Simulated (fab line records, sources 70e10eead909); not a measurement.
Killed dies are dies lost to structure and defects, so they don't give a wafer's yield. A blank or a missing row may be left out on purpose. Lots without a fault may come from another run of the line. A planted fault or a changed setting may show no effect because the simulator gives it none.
Chamber matching | flow nand_harc | NHARC_P_BONDPAD_CMP_19 on cmp-02: 4 sister chambers
The step polishes, t overpolish 30 s, cu recess touch 16 s, target thk 160.81 nm. 8 wafers are shown with their chamber, then 12 later ones without.

WAFERS WITH THEIR CHAMBER
wafer  | chamber | motor_current_A (A) | edge_zone_pressure_frac
L084.6 | 2       | 12.3                | 1.002
L085.4 | 3       | 11.3                | 1.000
L085.5 | 3       | 11.3                | 0.999
L086.5 | 0       | 9.9                 | 1.002
L086.6 | 1       | 10.3                | 0.990
L090.3 | 2       | 12.6                | 0.994
L090.5 | 0       | 9.9                 | 0.998
L090.6 | 1       | 10.2                | 0.996

WAFERS WITHOUT THEIR CHAMBER
wafer  | motor_current_A (A) | edge_zone_pressure_frac
L089.2 | 13.2                | 0.997
L089.4 | 10.2                | 0.997
L089.5 | 10.9                | 0.996
L091.1 | 11.6                | 1.006
L091.2 | 9.5                 | 1.002
L091.5 | 12.6                | 1.001
L095.1 | 11.7                | 1.002
L095.2 | 10.5                | 0.999
L095.5 | 11.0                | 1.001
L097.1 | 10.5                | 0.993
L097.3 | 11.4                | 1.002
L097.5 | 11.6                | 1.003

WHICH CHAMBER EACH WENT THROUGH
wafer  | from the rows above     | in truth
L089.2 | 2                       | 2
L089.4 | can't be placed: 1 or 0 | 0
L089.5 | 3                       | 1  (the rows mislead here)
L091.1 | 3                       | 3
L091.2 | 0                       | 0
L091.5 | 2                       | 2
L095.1 | 3                       | 3
L095.2 | 1                       | 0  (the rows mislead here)
L095.5 | 3                       | 3
L097.1 | 1                       | 1
L097.3 | 3                       | 3
L097.5 | 3                       | 3
Placed correctly: 9 of 12. Can't be placed from these rows: 1 (the true chamber is among the candidates in 1). Placed wrongly: 2.
How it was worked out, from the rows above alone: a wafer's distance from a chamber is the root of the sum, over the readings, of the square of ((its reading less the chamber's mean) divided by the reading's scatter). The wafer belongs to the nearest chamber; if the next one is less than 2 further off, it can't be placed. A chamber's mean is the mean of its shown wafers. The scatter: the root of (the sum of the squares of (reading less its chamber's mean) over the shown wafers, divided by (wafers less chambers)).
